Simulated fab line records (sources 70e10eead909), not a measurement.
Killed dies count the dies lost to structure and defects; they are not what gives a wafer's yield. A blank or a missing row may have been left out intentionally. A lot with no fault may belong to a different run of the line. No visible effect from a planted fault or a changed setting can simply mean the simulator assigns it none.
Which tool is to blame? :: flow nandHarc :: 12 lots (35 wafers sampled), 1 step of a 1159-step route

== WHAT THE GAUGES READ, wafer by wafer ==
NHARC_A_M1_CD_MEAS_09: target cd 120 nm.
lot: L419
measured: day 18 01:13
on: cdSem-01
cdNm (nm): 119.8 119.6 120.2

lot: L422
measured: day 18 12:47
on: cdSem-02
cdNm (nm): 119.5 120.7 119.9

lot: L420
measured: day 18 12:56
on: cdSem-02
cdNm (nm): 119.1 120.2 119.8

lot: L423
measured: day 18 16:15
on: cdSem-02
cdNm (nm): 120.1 119.7 120.3

lot: L421
measured: day 18 16:59
on: cdSem-02
cdNm (nm): 119.1 120.2 119.6

lot: L424
measured: day 19 13:45
on: cdSem-03
cdNm (nm): 120.4 120.5 120.1

lot: L425
measured: day 19 14:39
on: cdSem-02
cdNm (nm): 119.2 120.0 120.2

lot: L426
measured: day 19 18:14
on: cdSem-03
cdNm (nm): 120.1 119.9 119.3

lot: L427
measured: day 19 20:23
on: cdSem-01
cdNm (nm): 119.9 120.3

lot: L438
measured: day 21 21:46
on: cdSem-02
cdNm (nm): 119.4 120.7 121.0

lot: L439
measured: day 22 18:23
on: cdSem-03
cdNm (nm): 119.6 120.1 119.8

lot: L441
measured: day 22 18:55
on: cdSem-03
cdNm (nm): 120.3 120.7 120.2

== WHICH TOOL RAN EACH LOT (tool, then ch and the chambers of the sampled wafers, then the start) ==
The record shows no process step preceding these readings.

== WHAT THE TOOLS THEMSELVES READ (means of the sampled wafers that have a number; where no wafer has one, the mark that the record gives instead) ==
The record holds no such reading with a usual standard deviation.

== THE ANSWER, worked out from the rows above alone ==
Rule: the usual values come from the lots themselves. Put in order of their means at a reading, lots are off if they are a third of the lots or fewer, leave a main group of 4 or more, and stand apart from it by a gap of 3 or more times the standard deviation of the main group's means; of several such gaps the widest counts. Not used: any main group whose means are identical at the precision the tables above print for the reading. A lot without any number at a reading at which 4 lots or more have one is off too. All remaining lots with rows at the step are treated as sound. The gauges are gone through in route order, then the tools' own readings, and for those a lot's mean is taken as printed above. At the first step where some lot is off, the reading lying furthest off is the one used; lots without a number count as furthest.
None of the lots is off at any reading shown; this tells nothing.

== WHAT THE SIMULATOR HAD PUT IN ==
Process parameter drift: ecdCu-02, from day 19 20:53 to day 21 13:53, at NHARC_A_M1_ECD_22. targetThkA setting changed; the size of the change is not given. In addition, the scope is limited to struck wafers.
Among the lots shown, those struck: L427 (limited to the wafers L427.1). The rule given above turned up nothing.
